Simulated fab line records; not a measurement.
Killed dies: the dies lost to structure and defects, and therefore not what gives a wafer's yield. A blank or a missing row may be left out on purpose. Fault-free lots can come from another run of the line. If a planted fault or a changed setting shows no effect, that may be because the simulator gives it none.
Code-filled problem report in 8D (eight disciplines) form    flow n5-finfet    the parts of the form that need people (team, actions taken, sign-off) are left out
Where a reading is given only as a bound, like >300, the bound stands for it, and a mean or a difference that rests on one is marked > or <: the true number lies beyond.

## 1. PROBLEM STATEMENT
Wafers without a fault read 73, standard deviation 24; raw-defect-count at N5_BEOL_M11_INSPECT_58 reads a mean of 560 on 2 wafers belonging to 2 lots. That puts it +20 standard deviations away from the usual mean.
The step: inspects for defects (darkfield).
The first sign was on wafer L563.6 at day 13 10:24, on defect-inspect-01. The record has a number at this step for 27 wafers belonging to 9 lots. Rule for "out", or "out of limits": more than 4 standard deviations from the usual mean. Any other wafer with a number is counted as sound.

## 2. WHAT IT IS AND WHAT IT IS NOT
question                     is                 is not
which readings at this step  raw-defect-count   -
which lots                   L563, L566         L553, L559, L569, L572, L573, L575, L576
which wafers of those lots   L563.6, L566.4     L563.3, L563.4, L566.3, L566.5
read on which gauges         defect-inspect-01  defect-inspect-02
when                         from day 13 10:24  up to then (8 sound wafers); but 17 sound wafers of L566, L569, L572, L573, L575, L576 came after

## 3. SUSPECTS, AND WHAT RULES EACH OUT
Counting: any tool at a process step up to the reading remains a suspect provided it ran every lot that is out. Sound lots after the first of them don't rule it out here, since some wafers of a struck lot are sound.
- the gauge at N5_BEOL_M11_INSPECT_58: ruled out. All the wafers that are out were read on defect-inspect-01, but those of them that N5_PASSIVATION_PROBE_49 has rows for are out there too, on other tools.
- cmp-04 at N5_BEOL_M11_CMP_52 (polishes, stops on SiCOH lowk, t overpolish 7 s, target thk 140 nm): kept. Every lot that is out went through it, the first being L563 (day 13 10:02); the last sound lot it ran before that was L559 (day 12 08:28).
- cmp-04, N5_BEOL_M11_CMP_52: wafers that are out in chamber 0, sound lot-mates in chambers 2, 3.
After counting, what remains is cmp-04 at N5_BEOL_M11_CMP_52.

## 4. THE CAUSE (what the simulator had put in)
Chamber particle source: cmp-04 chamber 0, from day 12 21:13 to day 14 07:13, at N5_BEOL_M11_CMP_52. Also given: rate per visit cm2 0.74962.
Counting left only this tool.

## 5. THE CHAIN OF EFFECTS, in route order
One row per reading whose mean, taken over the struck wafers that have a number, lies over 3 standard deviations from the usual. Only readings whose record carries a usual standard deviation are examined. hours: median over the lots of the time between each lot's start at the first step of this table that gives one and its start at this step. sigmas: the change, counted in usual standard deviations.
hours  step                     reading               usual   on struck wafers  change  sigmas
0      N5_BEOL_M11_INSPECT_58   raw-defect-count      73      560               +487    +20
1      N5_BEOL_M12_INSPECT_12   raw-defect-count      1.9     >300              >+298   +99 or more
39     N5_PASSIVATION_PROBE_49  defect-limited-yield  91.3 %  61.3              -30.0   -18
39     N5_PASSIVATION_PROBE_49  killed_at_M4_up       14      387               +373    +68
39     N5_PASSIVATION_PROBE_49  killed-dies           103     456               +354    +18
39     N5_PASSIVATION_PROBE_49  killed-on-rim         14      57                +43     +10
39     N5_PASSIVATION_PROBE_49  sort_bin_5_function   5.1 %   23.9              +18.8   +17
39     N5_PASSIVATION_PROBE_49  sort_bin_6_memory     3.3 %   12.5              +9.2    +12
39     N5_PASSIVATION_PROBE_49  sort-n-pass           1077    724               -354    -18
39     N5_PASSIVATION_PROBE_49  sort-yield-pct        91.3 %  61.3              -30.0   -18
Here are the process steps it includes:
- N5_PASSIVATION_PROBE_49

## 6. WHAT WOULD HAVE CAUGHT IT SOONER
The first out-of-limits reading at a measuring or inspecting step in this record came at day 13 10:24, 13 hours after the fault's start at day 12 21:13.
Tool readings at N5_BEOL_M11_CMP_52 with a usual standard deviation given in the record: none out on any struck wafer, hence no alarm at a limit of 4 standard deviations on them.
Lots out: 2; of these, L566 started N5_BEOL_M11_CMP_52 on cmp-04 after day 13 10:24. Holding the tool at that time would have saved it.
